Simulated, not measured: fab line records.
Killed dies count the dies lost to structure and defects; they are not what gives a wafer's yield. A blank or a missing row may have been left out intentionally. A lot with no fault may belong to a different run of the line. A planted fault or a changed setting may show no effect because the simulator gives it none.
fab line records / flow nand-harc
[record] lots = 5 wafers = 15 last-day = 30
route steps=1302 shown P_CONTACT@251 P_M0@253 END@1302
lots that met no fault: taken from a fault-free run of the same line
start-h: hours from the record's first day to the start of the lot's first wafer shown / wait-h: hours elapsed since this lot's preceding step / " identical to the entry in the row above / L1.1+2: several wafers, shown together as one row / - either no value or no given start / * or withheld: withheld / < > ~ a bound
route shown NAME@n: a module of which the file shows steps, and the number in the route of the first / usual: mean/standard deviation of fault-free wafers / same: alike in all rows / chamber/n: place in a boat / sites: readings site by site / _std_site: how widely they spread, as a standard deviation / _edge_site: outer sites' mean less inner sites' / radius-mm: for every site, how far away it sits from the centre of the wafer / mask NAME#n: copy n / behind: the most recent tool/chamber to have shaped the wafer / hold: cause of the lot's hold/its duration in hours/its outcome / device: the n, p or np transistor that did not switch / end of line: the same wafers' tests at the end of the route / where a step has no rows: the recipe by itself / killed: at the first sort, the dies lost to defects and structure; wafer yield is something else / map: the dies of a wafer, with x for killed, . for not killed, _ for no die there
set.NAME: setting as actually run; set.NAME@STEP: the setting as run at that earlier step / model.NAME: the simulator's own value behind a step, which no gauge read
lots seen at some steps along the route; tables by step, rows by wafer
[[steps]]
[step NHARC_P_CONTACT_SRD_26]
[step NHARC_P_CONTACT_INSPECT_27]
[usual] raw-defect-count = 263/120
lot.wafer=L164.1 tool=defect-inspect-02 chamber=- start-h=124.54 wait-h=0.1 raw-defect-count=133
lot.wafer=L164.4 tool=defect-inspect-02 chamber=- start-h=124.54 wait-h=0.1 raw-defect-count=141
lot.wafer=L164.6 tool=defect-inspect-02 chamber=- start-h=124.54 wait-h=0.1 raw-defect-count=193
lot.wafer=L165.3 tool=defect-inspect-02 chamber=- start-h=132.05 wait-h=0.1 raw-defect-count=284
lot.wafer=L165.5 tool=defect-inspect-02 chamber=- start-h=132.05 wait-h=0.1 raw-defect-count=259
lot.wafer=L165.6 tool=defect-inspect-02 chamber=- start-h=132.05 wait-h=0.1 raw-defect-count=132
lot.wafer=L166.3 tool=defect-inspect-02 chamber=- start-h=144.41 wait-h=0.1 raw-defect-count=338
lot.wafer=L166.4 tool=defect-inspect-02 chamber=- start-h=144.41 wait-h=0.1 raw-defect-count=231
lot.wafer=L166.5 tool=defect-inspect-02 chamber=- start-h=144.41 wait-h=0.1 raw-defect-count=216
lot.wafer=L172.1 tool=defect-inspect-01 chamber=- start-h=197.71 wait-h=0.1 raw-defect-count=255
lot.wafer=L172.5 tool=defect-inspect-01 chamber=- start-h=197.71 wait-h=0.1 raw-defect-count=299
lot.wafer=L172.6 tool=defect-inspect-01 chamber=- start-h=197.71 wait-h=0.1 raw-defect-count=257
lot.wafer=L179.1 tool=defect-inspect-02 chamber=- start-h=274.92 wait-h=0.1 raw-defect-count=184
lot.wafer=L179.2 tool=defect-inspect-02 chamber=- start-h=274.92 wait-h=0.1 raw-defect-count=196
lot.wafer=L179.5 tool=defect-inspect-02 chamber=- start-h=274.92 wait-h=0.1 raw-defect-count=216
[step NHARC_P_M0_DEP_00]
[recipe] target-thk-a = 1500 target-thk-nm = 150 temp-c = withheld pressure-torr = 5 flow-sccm = 200 rf-w = 600 material = SiOC
[step NHARC_P_M0_DEHYDRATE_01]
[recipe] temp-c = 150 time-s = 120
[step NHARC_P_M0_HMDS_02]
[recipe] time-s = 30
[step NHARC_P_M0_COAT_33]
[recipe] temp-c = 200 time-s = 65
[step NHARC_P_M0_COAT_03]
[recipe] spin-rpm = 1500 resist-thk-nm = 90
[step NHARC_P_M0_SOFTBAKE_04]
[recipe] temp-c = 105 time-s = 55
[step NHARC_P_M0_EBR_05]
[step NHARC_P_M0_EXPOSE_06]
[recipe] na = 1.35 target-cd-nm = 90 dose-mj = 81.28 mask-id = P_M0
[step NHARC_P_M0_PEB_07]
[recipe] peb-temp-c = 100 peb-time-s = 65
[step NHARC_P_M0_DEVELOP_08]
[recipe] develop-time-s = 35 dev-temp-c = 23
[step NHARC_P_M0_CD_MEAS_09]
[recipe] target-cd-nm = 90 landing-energy-ev = 500
[usual] cd-nm = 89.7/0.71
lot.wafer=L164.1 tool=cd-sem-02 chamber=0 start-h=125.45 wait-h=- cd-nm=90.6
lot.wafer=L164.4 tool=cd-sem-02 chamber=0 start-h=125.45 wait-h=- cd-nm=90.1
lot.wafer=L164.6 tool=cd-sem-02 chamber=0 start-h=125.45 wait-h=- cd-nm=89.7
lot.wafer=L165.3 tool=cd-sem-01 chamber=0 start-h=132.96 wait-h=- cd-nm=91.2
lot.wafer=L165.5 tool=cd-sem-01 chamber=0 start-h=132.96 wait-h=- cd-nm=91.3
lot.wafer=L165.6 tool=cd-sem-01 chamber=0 start-h=132.96 wait-h=- cd-nm=90.3
lot.wafer=L166.3 tool=cd-sem-01 chamber=0 start-h=145.31 wait-h=- cd-nm=88.4
lot.wafer=L166.4 tool=cd-sem-01 chamber=0 start-h=145.31 wait-h=- cd-nm=88.7
lot.wafer=L166.5 tool=cd-sem-01 chamber=0 start-h=145.31 wait-h=- cd-nm=88.5
lot.wafer=L172.1 tool=cd-sem-03 chamber=0 start-h=198.61 wait-h=- cd-nm=90.2
lot.wafer=L172.5 tool=cd-sem-03 chamber=0 start-h=198.61 wait-h=- cd-nm=90.4
lot.wafer=L172.6 tool=cd-sem-03 chamber=0 start-h=198.61 wait-h=- cd-nm=90.9
lot.wafer=L179.1 tool=cd-sem-03 chamber=0 start-h=275.82 wait-h=- cd-nm=91.2
lot.wafer=L179.2 tool=cd-sem-03 chamber=0 start-h=275.82 wait-h=- cd-nm=92.9
lot.wafer=L179.5 tool=cd-sem-03 chamber=0 start-h=275.82 wait-h=- cd-nm=91.9
[step NHARC_P_M0_OVL_MEAS_10]
[recipe] pitch-nm = 180
[usual] overlay-x-nm = 0.1/0.77 overlay-y-nm = 0.1/0.72
lot.wafer=L164.1 tool=overlay-02 chamber=- start-h=125.54 wait-h=- overlay-x-nm=-0.5 overlay-y-nm=-0.7
lot.wafer=L164.4 tool=overlay-02 chamber=- start-h=125.54 wait-h=- overlay-x-nm=-0.6 overlay-y-nm=-1.0
lot.wafer=L164.6 tool=overlay-02 chamber=- start-h=125.54 wait-h=- overlay-x-nm=-0.6 overlay-y-nm=-1.1
lot.wafer=L165.3 tool=overlay-02 chamber=- start-h=133.04 wait-h=- overlay-x-nm=-0.1 overlay-y-nm=0.6
lot.wafer=L165.5 tool=overlay-02 chamber=- start-h=133.04 wait-h=- overlay-x-nm=-0.7 overlay-y-nm=0.1
lot.wafer=L165.6 tool=overlay-02 chamber=- start-h=133.04 wait-h=- overlay-x-nm=-0.5 overlay-y-nm=0.3
lot.wafer=L166.3 tool=overlay-01 chamber=- start-h=145.40 wait-h=- overlay-x-nm=-0.5 overlay-y-nm=-0.3
lot.wafer=L166.4 tool=overlay-01 chamber=- start-h=145.40 wait-h=- overlay-x-nm=-1.3 overlay-y-nm=0.0
lot.wafer=L166.5 tool=overlay-01 chamber=- start-h=145.40 wait-h=- overlay-x-nm=-0.7 overlay-y-nm=0.0
lot.wafer=L172.1 tool=overlay-01 chamber=- start-h=198.70 wait-h=- overlay-x-nm=-1.9 overlay-y-nm=1.0
lot.wafer=L172.5 tool=overlay-01 chamber=- start-h=198.70 wait-h=- overlay-x-nm=-0.8 overlay-y-nm=0.8
lot.wafer=L172.6 tool=overlay-01 chamber=- start-h=198.70 wait-h=- overlay-x-nm=-1.5 overlay-y-nm=0.5
lot.wafer=L179.1 tool=overlay-02 chamber=- start-h=275.91 wait-h=- overlay-x-nm=0.9 overlay-y-nm=-1.0
lot.wafer=L179.2 tool=overlay-02 chamber=- start-h=275.91 wait-h=- overlay-x-nm=1.0 overlay-y-nm=-0.2
lot.wafer=L179.5 tool=overlay-02 chamber=- start-h=275.91 wait-h=- overlay-x-nm=1.1 overlay-y-nm=-0.8
[step NHARC_END_SORT_01]
[recipe] temp-c = 25
[usual] defect-limited-yield = 89.8/2.4 killed-at-array = 64/16 killed-at-other = 1.0/1.1 killed-at-periphery = 3.5/2.3 killed-dies = 69/17 killed-open = 3.2/1.6 killed-short = 2.4/1.6
[same] gross-dies = 677
lot.wafer=L164.1 tool=prober-01 chamber=0 start-h=558.42 wait-h=2.5 defect-limited-yield[%]=87.0 killed-at-array=80 killed-at-other=3 killed-at-periphery=5 killed-dies=88 killed-open=3 killed-short=3
lot.wafer=L164.4 tool=prober-01 chamber=0 start-h=560.84 wait-h=3.4 defect-limited-yield[%]=87.9 killed-at-array=76 killed-at-other=1 killed-at-periphery=5 killed-dies=82 killed-open=3 killed-short=4
lot.wafer=L164.6 tool=prober-01 chamber=0 start-h=562.45 wait-h=4.0 defect-limited-yield[%]=88.5 killed-at-array=71 killed-at-other=1 killed-at-periphery=6 killed-dies=78 killed-open=7 killed-short=1
lot.wafer=L166.3 tool=prober-02 chamber=0 start-h=577.35 wait-h=3.1 defect-limited-yield[%]=92.5 killed-at-array=49 killed-at-other=2 killed-at-periphery=0 killed-dies=51 killed-open=4 killed-short=2
lot.wafer=L166.4 tool=prober-02 chamber=0 start-h=578.16 wait-h=3.4 defect-limited-yield[%]=92.2 killed-at-array=49 killed-at-other=2 killed-at-periphery=2 killed-dies=53 killed-open=3 killed-short=1
lot.wafer=L166.5 tool=prober-02 chamber=0 start-h=578.96 wait-h=3.7 defect-limited-yield[%]=92.2 killed-at-array=49 killed-at-other=0 killed-at-periphery=4 killed-dies=53 killed-open=4 killed-short=2
lot.wafer=L172.1 tool=prober-01 chamber=0 start-h=664.09 wait-h=2.5 defect-limited-yield[%]=89.8 killed-at-array=63 killed-at-other=3 killed-at-periphery=3 killed-dies=69 killed-open=4 killed-short=1
lot.wafer=L172.5 tool=prober-01 chamber=0 start-h=667.24 wait-h=3.6 defect-limited-yield[%]=91.4 killed-at-array=54 killed-at-other=2 killed-at-periphery=2 killed-dies=58 killed-open=4 killed-short=2
lot.wafer=L172.6 tool=prober-01 chamber=0 start-h=668.02 wait-h=3.9 defect-limited-yield[%]=91.3 killed-at-array=54 killed-at-other=3 killed-at-periphery=2 killed-dies=59 killed-open=4 killed-short=1
lot.wafer=L179.1 tool=prober-01 chamber=0 start-h=724.33 wait-h=2.5 defect-limited-yield[%]=91.1 killed-at-array=55 killed-at-other=1 killed-at-periphery=4 killed-dies=60 killed-open=4 killed-short=5
lot.wafer=L179.2 tool=prober-01 chamber=0 start-h=725.14 wait-h=2.8 defect-limited-yield[%]=92.2 killed-at-array=47 killed-at-other=0 killed-at-periphery=6 killed-dies=53 killed-open=3 killed-short=3
lot.wafer=L179.5 tool=prober-01 chamber=0 start-h=727.57 wait-h=3.7 defect-limited-yield[%]=91.6 killed-at-array=53 killed-at-other=1 killed-at-periphery=3 killed-dies=57 killed-open=2 killed-short=0
// killed by level:class
L164.1 A_CHANNEL_HOLE_D2:chamber-film-flake=34 A_SLIT:chamber-film-flake=22 A_CONTACT:chamber-film-flake=10 P_STI:chamber-film-flake=4 A_STAIRCASE:chamber-film-flake=3 THIN_TSV:chamber-film-flake=3 A_CHANNEL_FILL_D1:chamber-film-flake=2 A_CHANNEL_FILL_D1:geometric-particle:short=1
L164.4 A_CHANNEL_HOLE_D2:chamber-film-flake=36 A_SLIT:chamber-film-flake=17 A_CONTACT:chamber-film-flake=8 A_STAIRCASE:chamber-film-flake=4 A_DECK1_JOINT:geometric-particle:open=2 P_STI:chamber-film-flake=2 A_CHANNEL_FILL_D1:chamber-film-flake=2 A_CHANNEL_FILL_D2:chamber-film-flake=2
L164.6 A_CHANNEL_HOLE_D2:chamber-film-flake=33 A_SLIT:chamber-film-flake=17 A_STAIRCASE:chamber-film-flake=5 A_CONTACT:chamber-film-flake=5 P_STI:chamber-film-flake=3 A_ONON_D2:geometric-particle:open=2 A_M0:geometric-particle:open=2 A_CHANNEL_HOLE_D1:chamber-film-flake=2
L166.3 A_CHANNEL_HOLE_D2:chamber-film-flake=34 A_CHANNEL_HOLE_D1:chamber-film-flake=3 A_STAIRCASE:chamber-film-flake=3 A_DECK1_JOINT:geometric-particle:open=2 A_SGD_CUT:geometric-particle:open=2 THIN_TSV:chamber-film-flake=2 A_ONON_D2:geometric-particle:short=1 A_CONTACT:geometric-particle:short=1
L166.4 A_CHANNEL_HOLE_D2:chamber-film-flake=38 A_CHANNEL_HOLE_D1:chamber-film-flake=3 A_CONTACT:chamber-film-flake=3 THIN_TSV:chamber-film-flake=2 P_GATE:geometric-particle:open=1 P_M1:geometric-particle:short=1 A_CHANNEL_FILL_D1:geometric-particle:open=1 A_DECK1_JOINT:geometric-particle:open=1
L166.5 A_CHANNEL_HOLE_D2:chamber-film-flake=31 A_STAIRCASE:chamber-film-flake=5 A_CONTACT:chamber-film-flake=4 A_ZERO_WELL:chamber-film-flake=2 A_CHANNEL_FILL_D1:chamber-film-flake=2 P_CONTACT:geometric-particle:short=1 P_CONTACT:geometric-particle:open=1 A_DECK1_JOINT:geometric-particle:open=1
L172.1 A_CHANNEL_HOLE_D1:chamber-film-flake=37 A_CHANNEL_HOLE_D2:chamber-film-flake=18 THIN_TSV:chamber-film-flake=3 A_ZERO_WELL:chamber-film-flake=2 P_CONTACT:geometric-particle:open=1 P_M0:geometric-particle:open=1 A_DECK1_JOINT:geometric-particle:short=1 A_DECK1_JOINT:geometric-particle:open=1
L172.5 A_CHANNEL_HOLE_D1:chamber-film-flake=30 A_CHANNEL_HOLE_D2:chamber-film-flake=14 A_CHANNEL_FILL_D1:chamber-film-flake=3 A_STAIRCASE:chamber-film-flake=2 THIN_TSV:chamber-film-flake=2 P_GATE:geometric-particle:open=1 P_CONTACT:geometric-particle:open=1 A_CHANNEL_FILL_D1:geometric-particle:short=1
L172.6 A_CHANNEL_HOLE_D1:chamber-film-flake=32 A_CHANNEL_HOLE_D2:chamber-film-flake=13 A_CONTACT:chamber-film-flake=4 THIN_TSV:chamber-film-flake=3 P_CONTACT:geometric-particle:open=1 A_CHANNEL_HOLE_D1:geometric-particle:open=1 A_CHANNEL_FILL_D1:geometric-particle:open=1 A_ONON_D2:geometric-particle:open=1
L179.1 A_CHANNEL_HOLE_D2:chamber-film-flake=23 A_CHANNEL_HOLE_D1:chamber-film-flake=12 A_CONTACT:chamber-film-flake=4 A_CHANNEL_HOLE_D2:geometric-particle:open=2 P_GATE:chamber-film-flake=2 A_STAIRCASE:chamber-film-flake=2 A_SLIT:chamber-film-flake=2 A_BONDPAD:chamber-film-flake=2
L179.2 A_CHANNEL_HOLE_D2:chamber-film-flake=16 A_CHANNEL_HOLE_D1:chamber-film-flake=10 A_CONTACT:chamber-film-flake=7 A_SLIT:chamber-film-flake=4 P_GATE:chamber-film-flake=3 A_CHANNEL_FILL_D2:chamber-film-flake=2 A_CHANNEL_FILL_D1:chamber-film-flake=2 P_M0:geometric-particle:short=1
L179.5 A_CHANNEL_HOLE_D2:chamber-film-flake=26 A_CHANNEL_HOLE_D1:chamber-film-flake=13 A_STAIRCASE:chamber-film-flake=2 A_SLIT:chamber-film-flake=2 A_CONTACT:chamber-film-flake=2 A_BLC:chamber-film-flake=2 A_BONDPAD:chamber-film-flake=2 A_CHANNEL_HOLE_D2:geometric-particle:open=1
[[key]]
[first-sign] step = NHARC_P_M0_CD_MEAS_09 reading = cd-nm direction = up sigmas = 3.2 usual = 89.7 struck = 92.0
effect none on later readings
met-at NHARC_P_M0_CD_MEAS_09
struck-wafers L179.1,L179.2,L179.5
onset-between 198.61 275.82
also-fits time
[fault] kind = metrology-matching-offset tool = cd-sem-03 chamber = - onset-h = 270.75 steps = NHARC_P_M0_CD_MEAS_09 param = cd-nm offset = 1.7188
